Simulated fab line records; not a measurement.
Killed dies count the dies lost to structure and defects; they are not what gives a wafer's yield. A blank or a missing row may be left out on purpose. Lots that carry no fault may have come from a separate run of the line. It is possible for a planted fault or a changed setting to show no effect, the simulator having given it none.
fab line records	flow n5-finfet
record lots=4	wafers=10	last-day=18
route steps=1938 shown ILD0@335 SDB@347 BEOL_M4@1111 PASSIVATION@1936
lots untouched by any fault: they come from a run of this same line in which no faults occurred
start-h: start of the lot's first displayed wafer, in hours after the record's first day	wait-h: hours since the lot's step before	" the same as in the row above	L1.1+2: a row that stands for several wafers	- either no value or no given start	* or withheld: withheld	< > ~ a bound
route shown NAME@n: NAME is a module with steps in the file, n the number in the route of the first one	usual: mean/standard deviation of fault-free wafers	same: alike in all rows	chamber/n: place in a boat	sites: readings site by site	_std_site: their standard deviation	_edge_site: mean of outer sites minus mean of inner sites	radius-mm: how far each site lies from the wafer's centre	mask NAME#n: copy n	behind: the last tool/chamber to shape the wafer	hold: reason for holding the lot/hours on hold/outcome of the hold	device: names the non-switching transistor (n, p or np)	end of line: the tests these same wafers got at the end of their route	a step with no rows: only its recipe	killed: the dies lost at the first sort to structure and to defects; this is not the yield of the wafer	map: the dies of a wafer, with x for killed, . for not killed, _ for no die there
set.NAME: the setting that was run; set.NAME@STEP: the one run at that earlier step	model.NAME: the simulator's own value behind a step, which no gauge read
lots at some steps of the route; a table a step, a row a wafer
services: the hour from which a tool's chamber was out of use, counted from the record's first day as start-h (under 0 if before that day), plus the number of hours and why
## steps
# step N5_ILD0_LINER_00
# recipe material=SiNx	target-thk-a=40	temp-c=400	ald-precursor-family=SiH2I2	ald-co-reactant=N2/H2-plasma	pulse-time-s=1	purge-time-s=2	co-reactant-purge-time-s=2	ald-cycles=80	pressure-torr=2
# step N5_ILD0_FCVD_FILL_01
# recipe material=SiO2_flowable	target-thk-a=2000	temp-c=100	pressure-torr=0.8	rf-w=2000	time-s=328.3
# step N5_ILD0_CURE_02
# recipe temp-c=450	time-s=1800	ambient=steam	idle-temp-c=400	ramp-up-c-per-min=5	ramp-down-c-per-min=3	densification-p-h2o-torr=640
# step N5_ILD0_CMP_03
# recipe stop-on=SiNx	t-overpolish-s=1.9	post-cmp-clean=alkaline-brush	down-force-psi=4.1491	platen-rpm=51.796	pad-velocity-m-s=1.0306	target-thk-nm=197.38
# step N5_ILD0_CMP_07
# recipe stop-on=poly-Si	material=SiO2_flowable	t-overpolish-s=1.18	post-cmp-clean=alkaline-brush	down-force-psi=4.1491	platen-rpm=51.796	pad-velocity-m-s=1.0306	target-thk-nm=138.88
# step N5_ILD0_PRECLEAN_10
# recipe chemistry=NF3:NH3	afs-cycles=5	time-s=20	temp-c=30	sublimation-temp-c=180	sublimation-time-s=60	pressure-torr=3	rf-power-w=30
# step N5_ILD0_ALD_15
# recipe material=SiNx	target-thk-a=240	temp-c=400	ald-precursor-family=SiH2I2	ald-co-reactant=N2/H2-plasma	pulse-time-s=1	ald-cycles=480	purge-time-s=2	co-reactant-purge-time-s=2	pressure-torr=2
# step N5_ILD0_CMP_12
# recipe stop-on=poly-Si	material=SiNx	t-overpolish-s=6	post-cmp-clean=alkaline-brush	down-force-psi=2.5	platen-rpm=51.8	pad-velocity-m-s=1.0307	target-thk-nm=17.67
# step N5_SDB_HM_DEP_00
# recipe material=SiNx	target-thk-a=400	temp-c=400	precursor=SiH4/NH3/N2	pressure-torr=1.5	rf-w=300	time-s=35.3
# usual heater-power-w=784/81	showerhead-plenum-p-Torr=5.10/0.077	showerhead-vpp-V=1062/58	susceptor-temp-C=400.00/0.21	throttle-valve-pct=39.8/1.9
lot.wafer	tool	chamber	start-h	wait-h	heater-power-w	showerhead-plenum-p-Torr	showerhead-vpp-V	susceptor-temp-C	throttle-valve-pct	model.SiNx_of_SDB_HM_DEP_00.thk-nm
L743.1	pecvd-04	1	102.38	0.0	743	5.18	1066	399.88	39.8	39.4
L743.3	"	2	"	"	957	5.13	1118	399.89	38.1	39.8
L743.6	"	1	"	"	745	5.19	1042	399.73	40.0	40
L748.3	pecvd-04	1	131.96	0.0	761	5.19	1077	400.17	39.8	74.8
L748.4	"	2	"	"	977	5.11	1156	399.90	38.2	40
L750.1	pecvd-04	2	143.92	0.0	905	5.12	1120	400.07	38.2	39.6
L750.6	"	1	"	"	783	5.18	1062	399.95	39.8	76.4
L759.1	pecvd-02	0	199.01	0.0	752	5.16	986	399.97	38.3	39.4
L759.3	"	2	"	"	621	5.03	1121	399.89	39.1	39.4
L759.5	"	0	"	"	767	5.16	984	400.12	38.6	40
# step N5_SDB_COAT_03
# recipe resist=SOC	temp-c=250	time-s=60	spin-rpm=1500	resist-thk-nm=100
# step N5_SDB_COAT_04
# recipe resist=SiARC	temp-c=220	time-s=60	spin-rpm=1500	resist-thk-nm=18
# step N5_SDB_COAT_05
# recipe resist=CAR-ArF	spin-rpm=1500	resist-thk-nm=90
# step N5_SDB_EBR_07
# recipe solvent=PGMEA	ebr-width-mm=1.5
# step N5_SDB_SOFTBAKE_06
# recipe temp-c=110	time-s=60	resist=CAR-ArF
# step N5_SDB_EXPOSE_08
# recipe mask-id=SDB	na=1.35	source-shape=conventional	sigma-outer=0.5	polarization=unpolarized	dose-mj=49.6
# step N5_SDB_PEB_09
# recipe peb-temp-c=withheld	peb-time-s=60	resist=CAR-ArF
# step N5_SDB_DEVELOP_10
# recipe develop-time-s=30	developer=TMAH	resist=CAR-ArF	rinse-liquid=diw	dry=air-spin	dev-temp-c=23
# step N5_SDB_DESCUM_16
# recipe chemistry=O2	time-s=7.9	source-power-w=50	bias-power-w=20	pressure-mtorr=20	rf-frequency-hz=2.712e+07	temp-c=40	resist=CAR-ArF	o2-flow-sccm=225
# step N5_SDB_ETCH_17
# recipe chemistry=CF4	target=SiARC	target-depth-a=234	mask-material=CAR-ArF	time-s=39	ion-energy-ev=80	pressure-mtorr=40	source-w=545	bias-w=36	Ar_flow_sccm=100	cf4-flow-sccm=100	ends=cleared
# step N5_SDB_ETCH_18
# recipe chemistry=N2/H2	target=SOC	target-depth-a=1000	overetch-a=200	mask-material=SiARC	temp-c=40	time-s=150	ion-energy-ev=200	pressure-mtorr=30	source-w=840	bias-w=150	n2-flow-sccm=200	h2-flow-sccm=200
# step N5_SDB_STRIP_19
# recipe chemistry=N2/H2	temp-c=40	n2-flow-sccm=200	h2-flow-sccm=200	rf-frequency-hz=6e+07
# step N5_SDB_STRIP_21
# recipe chemistry=CF4	resist=SiARC	power-w=300	bias-power-w=75	pressure-mtorr=50	cf4-flow-sccm=150	rf-frequency-hz=6e+07
# step N5_SDB_HM_OPEN_20
# recipe chemistry=CH3F/O2	target=SiNx	mask-material=SOC	target-depth-a=240	stop-on=poly-Si	over-etch-frac=0.4	ion-energy-ev=120	pressure-mtorr=30	source-w=395	bias-w=73	Ar_flow_sccm=150	CH3F_flow_sccm=30	O2_flow_sccm=20
# usual O2_flow_sccm=20.00/0.059	drypump-motor-current-A=5.7/0.64	oes_ar_750_au=0.83/0.091	oes-product-au=0.68/0.078	rf-vpp-V=295/5.8	showerhead-plenum-p-Torr=1.97/0.065	throttle-valve-pct=16.32/0.26
lot.wafer	tool	chamber	start-h	wait-h	O2_flow_sccm	drypump-motor-current-A	oes_ar_750_au	oes-product-au	rf-hours-counter-h	rf-vpp-V	showerhead-plenum-p-Torr	throttle-valve-pct	model.etch.depth-nm
L743.1	rie-diel-03	0	103.40	0.0	20.07	5.0	0.95	0.76	11	294	2.06	16.40	23.37
L743.3	"	2	"	"	19.93	4.8	0.98	0.81	1	304	1.95	15.78	23.82
L743.6	"	2	"	"	19.96	4.8	0.98	0.81	-	304	1.95	15.77	23.96
L748.3	rie-diel-03	1	132.73	0.0	19.98	6.6	0.70	0.69	211	285	1.91	16.63	33.58
L748.4	"	2	"	"	19.99	4.8	0.93	0.77	14	303	1.95	15.80	24.05
L750.1	rie-diel-04	1	144.69	0.0	19.96	6.1	0.88	0.70	38	292	1.95	16.04	23.57
L750.6	"	3	"	"	20.02	5.7	0.87	0.88	-	294	1.97	16.52	34.32
L759.1	rie-diel-03	2	199.65	0.0	19.95	4.8	0.88	0.72	39	304	1.94	15.86	23.34
L759.3	"	1	"	"	20.18	6.6	0.68	0.55	236	286	1.90	16.66	23.48
L759.5	"	2	"	"	20.02	4.8	0.88	0.72	-	304	1.94	15.85	23.94
# step N5_SDB_STRIP_22
# recipe chemistry=N2/H2	power-w=1000	temp-c=250	h2-frac=0.65	overash-fraction=0.3	pressure-mtorr=withheld	n2-flow-sccm=1750	h2-flow-sccm=3250
# step N5_SDB_PRECLEAN_23
# recipe chemistry=dHF	time-s=30	temp-c=25	dilution=withheld
# step N5_SDB_DUMMY_REMOVE_24
# recipe chemistry=TMAH	temp-c=70	target=poly-Si	stop-on=SiO2	target-depth-nm=142	conc-wt-pct=5	time-s=57	dry=ipa-marangoni	rinse-time-s=30	rinse-temp-c=23
# step N5_SDB_ETCH_25
# recipe chemistry=C4F6/O2	target=SiO2	target-depth-a=100	time-s=3.3	ion-energy-ev=250	mask-material=SiNx	pressure-mtorr=30	source-w=345	bias-w=185	Ar_flow_sccm=300	C4F6_flow_sccm=10	O2_flow_sccm=10
# step N5_SDB_CUT_ETCH_26
# recipe chemistry=HBr/Cl2/O2	target=Si	target-depth-a=1296	bt-time-s=20	mask-material=SiNx	time-s=51.8	ion-energy-ev=*	bias-w=*	pressure-mtorr=10	icp-w=800	HBr_flow_sccm=150	Cl2_flow_sccm=80	O2_flow_sccm=12
# step N5_SDB_PRECLEAN_38
# recipe chemistry=dHF	time-s=10	dilution=750:1	temp-c=25
lot.wafer	tool	chamber	start-h	wait-h	model.SiNx_of_SDB_HM_DEP_00.thk-nm
L743.1	wet-bench-04	5	104.46	0.1	21
L743.3	"	7	"	"	21.4
L743.6	"	6	"	"	21.8
L748.3	wet-bench-04	7	133.32	0.1	56.8
L748.4	"	1	"	"	22
L750.1	wet-bench-05	7	145.21	0.1	21.4
L750.6	"	4	"	"	58.4
L759.1	wet-bench-06	6	200.46	0.1	21.4
L759.3	"	7	"	"	21.8
L759.5	"	1	"	"	22.2
# step N5_SDB_PRECLEAN_39
# recipe chemistry=O3/DIW	time-s=45	temp-c=22	o3-ppm=10
# step N5_SDB_SRD_28
# recipe dry=ipa-marangoni	time-s=30	temp-c=23	rinse-liquid=diw
# step N5_SDB_ALD_29
# recipe material=SiNx	target-thk-a=300	temp-c=400	ald-precursor-family=SiH2I2	ald-co-reactant=N2/H2-plasma	pulse-time-s=1	ald-cycles=600	purge-time-s=2	co-reactant-purge-time-s=2	pressure-torr=2
# step N5_SDB_CMP_30
# recipe stop-on=poly-Si	t-overpolish-s=1.54	post-cmp-clean=alkaline-brush	down-force-psi=4.1491	platen-rpm=51.796	pad-velocity-m-s=1.0306	target-thk-nm=30
# usual motor-current-A=12.1/1.5	slurry-filter-dp-kPa=13.47/0.15	time-to-endpoint-s=17.0/2.5
lot.wafer	tool	chamber	start-h	wait-h	motor-current-A	slurry-filter-dp-kPa	time-to-endpoint-s
L743.1	cmp-01	1	107.27	1.4	13.2	13.72	19.8
L743.3	"	3	"	"	13.1	13.51	20.9
L743.6	"	1	"	"	13.5	13.68	19.2
L748.4	cmp-01	0	136.14	1.4	9.9	13.18	20.8
L748.3	"	2	"	"	11.6	13.37	30.2
L750.1	cmp-01	3	148.12	1.5	14.4	13.34	22.3
L750.6	"	0	"	"	10.1	13.61	31.4
L759.1	cmp-04	1	203.26	1.4	13.7	13.38	16.5
L759.3	"	0	"	"	10.3	13.47	19.4
L759.5	"	2	"	"	13.8	13.50	19.3
# step N5_BEOL_M4_RC_MEAS_101
# usual DIBL_N=36.0/1.6	DIBL_P=36.1/2	IOFF_N=0.160/0.029	IOFF_P=0.21/0.039	ION_N=675/13	ION_P=464/8.8	SS_N=71.5/0.58	SS_P=73.3/0.65	VT_N=250/3.3	VT_P=-249/3.6
lot.wafer	tool	chamber	start-h	wait-h	DIBL_N[mV/V]	DIBL_P[mV/V]	IOFF_N[nA/um]	IOFF_P[nA/um]	ION_N[uA/um]	ION_P[uA/um]	SS_N[mV/dec]	SS_P[mV/dec]	VT_N[mV]	VT_P[mV]
L743.1	prober-01	0	204.34	0.0	35.6	35.6	0.160	0.19	655	449	71.4	73.5	252	-252
L743.3	"	0	"	"	35.5	37.7	0.152	0.21	669	455	71.2	74.0	254	-251
L743.6	"	0	"	"	37.6	38.3	0.188	0.23	671	457	71.9	74.1	249	-249
L748.4	prober-01	0	236.70	0.5	35.5	35.7	0.150	0.22	671	464	71.2	73.6	251	-246
L750.1	prober-01	0	238.30	0.0	34.3	33.0	0.147	0.19	674	464	71.0	73.0	250	-248
L759.1	prober-02	0	303.28	0.0	34.6	34.1	0.130	0.18	657	452	71.7	72.8	254	-251
L759.3	"	0	"	"	36.9	38.1	0.192	0.26	674	464	71.4	73.9	248	-246
L759.5	"	0	"	"	33.7	33.0	0.120	0.17	660	454	71.5	72.7	255	-252
# step N5_PASSIVATION_PROBE_49
# usual defect-limited-yield=91.0/1.3	killed_at_M0_to_M3=36/9.5	killed_at_M4_up=14/5.6	killed-at-contacts=12/6.4	killed-at-front-end=40/10	killed-at-other=3.2/3	killed-dies=107/15	killed-on-rim=15/4.5	killed-open=69/12	killed-short=35/7.7	sort_bin_5_function=5.3/0.91	sort_bin_6_memory=3.3/0.65	sort_bin_8_speed=0.00/0.012	sort-n-pass=1073/15	sort-yield-pct=91.0/1.3
# same gross-dies=1180	killed-at-back-side=0	sort_bin_4_leakage[%]=0
lot.wafer	tool	chamber	start-h	wait-h	defect-limited-yield[%]	killed_at_M0_to_M3	killed_at_M4_up	killed-at-contacts	killed-at-front-end	killed-at-other	killed-dies	killed-on-rim	killed-open	killed-short	sort_bin_5_function[%]	sort_bin_6_memory[%]	sort_bin_8_speed[%]	sort-n-pass	sort-yield-pct[%]
L743.1	prober-01	-	303.32	0.0	89.6	28	26	22	43	4	123	17	90	31	5.7	4.2	0.08	1057	89.6
L743.3	prober-01	-	303.42	0.1	90.7	25	12	17	54	2	110	20	81	28	4.7	4.5	0	1070	90.7
L743.6	prober-01	-	303.57	0.3	89.6	35	20	28	34	6	123	7	77	45	6.2	3.6	0	1057	89.6
L750.1	prober-02	-	354.61	0.0	88.8	34	16	18	59	5	132	21	85	43	7.2	3.8	0	1048	88.8
L750.6	prober-02	-	354.86	0.3	0	48	14	29	1088	1	1180	152	76	39	95.4	4.2	0	0	0
L748.3	prober-01	-	354.78	0.1	0	51	16	13	1096	4	1180	152	78	43	95.8	4.1	0	0	0
L748.4	prober-01	-	354.83	0.2	90.7	36	15	20	39	0	110	13	73	36	5.8	3.2	0	1070	90.7
L759.1	prober-01	-	421.58	0.0	89.5	37	21	5	60	1	124	20	75	41	6.1	3.6	0	1056	89.5
L759.3	prober-01	-	421.68	0.1	90.2	35	9	14	58	0	116	12	69	47	5.3	4.0	0	1064	90.2
L759.5	prober-01	-	421.78	0.2	90.3	46	17	2	49	0	114	21	72	33	5.8	3.1	0	1066	90.3
# killed by level:class
L743.1 MOL_CONTACT_COAG:geometric-particle:open=19 FIN_SAQP:geometric-particle:open=17 BEOL_M4:geometric-particle:open=12 STI_FIN_REVEAL:geometric-particle:open=11 BEOL_M2:geometric-particle:open=9 BEOL_M3:geometric-particle:short=6 BEOL_M7:geometric-particle:open=5 FIN_SAQP:geometric-particle:short=4
L743.3 FIN_SAQP:geometric-particle:open=17 MOL_CONTACT_COAG:geometric-particle:open=12 BEOL_M2:geometric-particle:open=11 FIN_SAQP:geometric-particle:short=9 DUMMY_GATE:geometric-particle:open=8 BEOL_M0_SAQP:geometric-particle:open=8 STI_FIN_REVEAL:geometric-particle:open=6 BEOL_M4:geometric-particle:open=6
L743.6 MOL_CONTACT_COAG:geometric-particle:open=20 BEOL_M1:geometric-particle:open=9 BEOL_M0_SAQP:geometric-particle:short=8 MOL_CONTACT_COAG:geometric-particle:short=8 BEOL_M4:geometric-particle:open=8 STI_FIN_REVEAL:geometric-particle:open=7 ILD0:geometric-particle:open=6 BEOL_M2:geometric-particle:open=5
L750.1 STI_FIN_REVEAL:geometric-particle:open=15 MOL_CONTACT_COAG:geometric-particle:open=11 GATE_CUT:geometric-particle:short=10 BEOL_M2:geometric-particle:open=9 BEOL_M3:geometric-particle:open=8 MOL_CONTACT_COAG:geometric-particle:short=7 FIN_SAQP:geometric-particle:short=6 STARTING-WAFER:geometric-particle:open=6
L748.3 SDB:area-open=1058 BEOL_M0_SAQP:geometric-particle:open=18 BEOL_M0_SAQP:geometric-particle:short=12 MOL_CONTACT_COAG:geometric-particle:open=10 STI_FIN_REVEAL:geometric-particle:open=7 GATE_CUT:geometric-particle:short=6 BEOL_M4:geometric-particle:open=6 FIN_SAQP:geometric-particle:short=5
L748.4 MOL_CONTACT_COAG:geometric-particle:open=17 BEOL_M3:geometric-particle:open=11 BEOL_M4:geometric-particle:open=9 ILD0:geometric-particle:short=7 BEOL_M0_SAQP:geometric-particle:short=7 FIN_SAQP:geometric-particle:short=5 STI_FIN_REVEAL:geometric-particle:open=5 DUMMY_GATE:geometric-particle:open=5
L750.6 SDB:area-open=1060 MOL_CONTACT_COAG:geometric-particle:open=23 BEOL_M0_SAQP:geometric-particle:short=12 BEOL_M0_SAQP:geometric-particle:open=11 BEOL_M2:geometric-particle:open=11 STI_FIN_REVEAL:geometric-particle:open=8 MOL_CONTACT_COAG:geometric-particle:short=6 BEOL_M3:geometric-particle:open=5
L759.1 FIN_SAQP:geometric-particle:open=14 FIN_SAQP:geometric-particle:short=12 BEOL_M0_SAQP:geometric-particle:short=12 BEOL_M0_SAQP:geometric-particle:open=10 STI_FIN_REVEAL:geometric-particle:open=9 DUMMY_GATE:geometric-particle:open=8 BEOL_M1:geometric-particle:open=6 BEOL_M4:geometric-particle:open=6
L759.3 FIN_SAQP:geometric-particle:short=11 FIN_SAQP:geometric-particle:open=10 STI_FIN_REVEAL:geometric-particle:open=10 MOL_CONTACT_COAG:geometric-particle:open=10 BEOL_M0_SAQP:geometric-particle:short=10 BEOL_M2:geometric-particle:open=9 ILD0:geometric-particle:open=5 BEOL_M4:geometric-particle:open=5
L759.5 BEOL_M0_SAQP:geometric-particle:short=13 BEOL_M0_SAQP:geometric-particle:open=12 DUMMY_GATE:geometric-particle:open=9 FIN_SAQP:geometric-particle:open=8 STI_FIN_REVEAL:geometric-particle:open=8 BEOL_M4:geometric-particle:open=7 BEOL_M0:geometric-particle:open=7 HKMG_FIN:area-etch=7
# map L748.3 (x killed, . not)
_________________xxxxxxxxxxxx________________
______________xxxxxxxxxxxxxxxxxx_____________
___________xxxxxxxxxxxxxxxxxxxxxxxx__________
__________xxxxxxxxxxxxxxxxxxxxxxxxxx_________
________xxxxxxxxxxxxxxxxxxxxxxxxxxxxxx_______
_______xxxxxxxxxxxxxxxxxxxxxxxxxxxxxxxx______
______xxxxxxxxxxxxxxxxxxxxxxxxxxxxxxxxxx_____
_____xxxxxxxxxxxxxxxxxxxxxxxxxxxxxxxxxxxx____
____xxxxxxxxxxxxxxxxxxxxxxxxxxxxxxxxxxxxxx___
___xxxxxxxxxxxxxxxxxxxxxxxxxxxxxxxxxxxxxxxx__
___xxxxxxxxxxxxxxxxxxxxxxxxxxxxxxxxxxxxxxxx__
__xxxxxxxxxxxxxxxxxxxxxxxxxxxxxxxxxxxxxxxxxx_
__xxxxxxxxxxxxxxxxxxxxxxxxxxxxxxxxxxxxxxxxxx_
_xxxxxxxxxxxxxxxxxxxxxxxxxxxxxxxxxxxxxxxxxxxx
_xxxxxxxxxxxxxxxxxxxxxxxxxxxxxxxxxxxxxxxxxxxx
_xxxxxxxxxxxxxxxxxxxxxxxxxxxxxxxxxxxxxxxxxxxx
_xxxxxxxxxxxxxxxxxxxxxxxxxxxxxxxxxxxxxxxxxxxx
_xxxxxxxxxxxxxxxxxxxxxxxxxxxxxxxxxxxxxxxxxxxx
_xxxxxxxxxxxxxxxxxxxxxxxxxxxxxxxxxxxxxxxxxxxx
_xxxxxxxxxxxxxxxxxxxxxxxxxxxxxxxxxxxxxxxxxxxx
_xxxxxxxxxxxxxxxxxxxxxxxxxxxxxxxxxxxxxxxxxxxx
__xxxxxxxxxxxxxxxxxxxxxxxxxxxxxxxxxxxxxxxxxx_
__xxxxxxxxxxxxxxxxxxxxxxxxxxxxxxxxxxxxxxxxxx_
___xxxxxxxxxxxxxxxxxxxxxxxxxxxxxxxxxxxxxxxx__
___xxxxxxxxxxxxxxxxxxxxxxxxxxxxxxxxxxxxxxxx__
____xxxxxxxxxxxxxxxxxxxxxxxxxxxxxxxxxxxxxx___
_____xxxxxxxxxxxxxxxxxxxxxxxxxxxxxxxxxxxx____
______xxxxxxxxxxxxxxxxxxxxxxxxxxxxxxxxxx_____
_______xxxxxxxxxxxxxxxxxxxxxxxxxxxxxxxx______
________xxxxxxxxxxxxxxxxxxxxxxxxxxxxxx_______
__________xxxxxxxxxxxxxxxxxxxxxxxxxx_________
___________xxxxxxxxxxxxxxxxxxxxxxxx__________
______________xxxxxxxxxxxxxxxxxx_____________
_________________xxxxxxxxxxxx________________
# map L750.6 (x killed, . not)
_________________xxxxxxxxxxxx________________
______________xxxxxxxxxxxxxxxxxx_____________
___________xxxxxxxxxxxxxxxxxxxxxxxx__________
__________xxxxxxxxxxxxxxxxxxxxxxxxxx_________
________xxxxxxxxxxxxxxxxxxxxxxxxxxxxxx_______
_______xxxxxxxxxxxxxxxxxxxxxxxxxxxxxxxx______
______xxxxxxxxxxxxxxxxxxxxxxxxxxxxxxxxxx_____
_____xxxxxxxxxxxxxxxxxxxxxxxxxxxxxxxxxxxx____
____xxxxxxxxxxxxxxxxxxxxxxxxxxxxxxxxxxxxxx___
___xxxxxxxxxxxxxxxxxxxxxxxxxxxxxxxxxxxxxxxx__
___xxxxxxxxxxxxxxxxxxxxxxxxxxxxxxxxxxxxxxxx__
__xxxxxxxxxxxxxxxxxxxxxxxxxxxxxxxxxxxxxxxxxx_
__xxxxxxxxxxxxxxxxxxxxxxxxxxxxxxxxxxxxxxxxxx_
_xxxxxxxxxxxxxxxxxxxxxxxxxxxxxxxxxxxxxxxxxxxx
_xxxxxxxxxxxxxxxxxxxxxxxxxxxxxxxxxxxxxxxxxxxx
_xxxxxxxxxxxxxxxxxxxxxxxxxxxxxxxxxxxxxxxxxxxx
_xxxxxxxxxxxxxxxxxxxxxxxxxxxxxxxxxxxxxxxxxxxx
_xxxxxxxxxxxxxxxxxxxxxxxxxxxxxxxxxxxxxxxxxxxx
_xxxxxxxxxxxxxxxxxxxxxxxxxxxxxxxxxxxxxxxxxxxx
_xxxxxxxxxxxxxxxxxxxxxxxxxxxxxxxxxxxxxxxxxxxx
_xxxxxxxxxxxxxxxxxxxxxxxxxxxxxxxxxxxxxxxxxxxx
__xxxxxxxxxxxxxxxxxxxxxxxxxxxxxxxxxxxxxxxxxx_
__xxxxxxxxxxxxxxxxxxxxxxxxxxxxxxxxxxxxxxxxxx_
___xxxxxxxxxxxxxxxxxxxxxxxxxxxxxxxxxxxxxxxx__
___xxxxxxxxxxxxxxxxxxxxxxxxxxxxxxxxxxxxxxxx__
____xxxxxxxxxxxxxxxxxxxxxxxxxxxxxxxxxxxxxx___
_____xxxxxxxxxxxxxxxxxxxxxxxxxxxxxxxxxxxx____
______xxxxxxxxxxxxxxxxxxxxxxxxxxxxxxxxxx_____
_______xxxxxxxxxxxxxxxxxxxxxxxxxxxxxxxx______
________xxxxxxxxxxxxxxxxxxxxxxxxxxxxxx_______
__________xxxxxxxxxxxxxxxxxxxxxxxxxx_________
___________xxxxxxxxxxxxxxxxxxxxxxxx__________
______________xxxxxxxxxxxxxxxxxx_____________
_________________xxxxxxxxxxxx________________
## services
tool	chamber	start-h	hours	kind
pecvd-02	1	87.19	5.5	scheduled-down
rie-diel-03	-	97.60	2.8	pm
rie-diel-03	3	101.64	-	clean
rie-diel-03	3	101.64	-	consumable-replace:focus-ring
rie-diel-03	3	101.64	-	consumable-replace:showerhead
rie-diel-03	3	101.64	20.1	scheduled-down
rie-diel-03	3	101.64	20.1	vent-cycle
pecvd-02	-	104.26	1.2	repair
rie-diel-04	1	120.81	9.9	repair
rie-diel-04	0	148.13	8.1	repair
cmp-04	-	159.73	1.9	repair
cmp-01	-	164.50	4.3	pm
cmp-01	-	173.86	3.3	repair
pecvd-04	2	202.40	-	clean
pecvd-04	2	202.40	-	consumable-replace:showerhead
pecvd-04	2	202.40	29.0	scheduled-down
pecvd-04	2	202.40	29.0	vent-cycle
## key
first-sign step=N5_SDB_CMP_30	reading=time-to-endpoint-s	direction=up	sigmas=5.5	usual=*	struck=*
effect step=N5_PASSIVATION_PROBE_49	reading=killed-at-front-end	direction=up	sigmas=99+	usual=40	struck=1092
model-effect step=N5_SDB_HM_DEP_00	value=SiNx_of_SDB_HM_DEP_00.thk-nm	without=39.7	struck=75.6
model-effect step=N5_SDB_HM_OPEN_20	value=etch.depth-nm	without=23.72	struck=33.95
model-effect step=N5_SDB_PRECLEAN_38	value=SiNx_of_SDB_HM_DEP_00.thk-nm	without=21.7	struck=57.6
more-kills-born-at N5_SDB_HM_OPEN_20@rie-diel-04=1060	N5_SDB_HM_OPEN_20@rie-diel-03=1058
met-at N5_SDB_HM_DEP_00
struck-wafers L748.3,L750.6
later-rows-left-out L748.3,L750.6
onset-between 102.38 131.96
fault kind=process-parameter-drift	tool=pecvd-04	chamber=-	onset-h=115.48	steps=N5_SDB_HM_DEP_00	channel=time-s	offset=*	shape=step	end-h=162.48	scope=struck-wafers-only	acts-in=*	stated=*
# later-rows-left-out: the simulator's readings of these wafers behind a module that went badly wrong aren't trusted and aren't shown, but for the sort
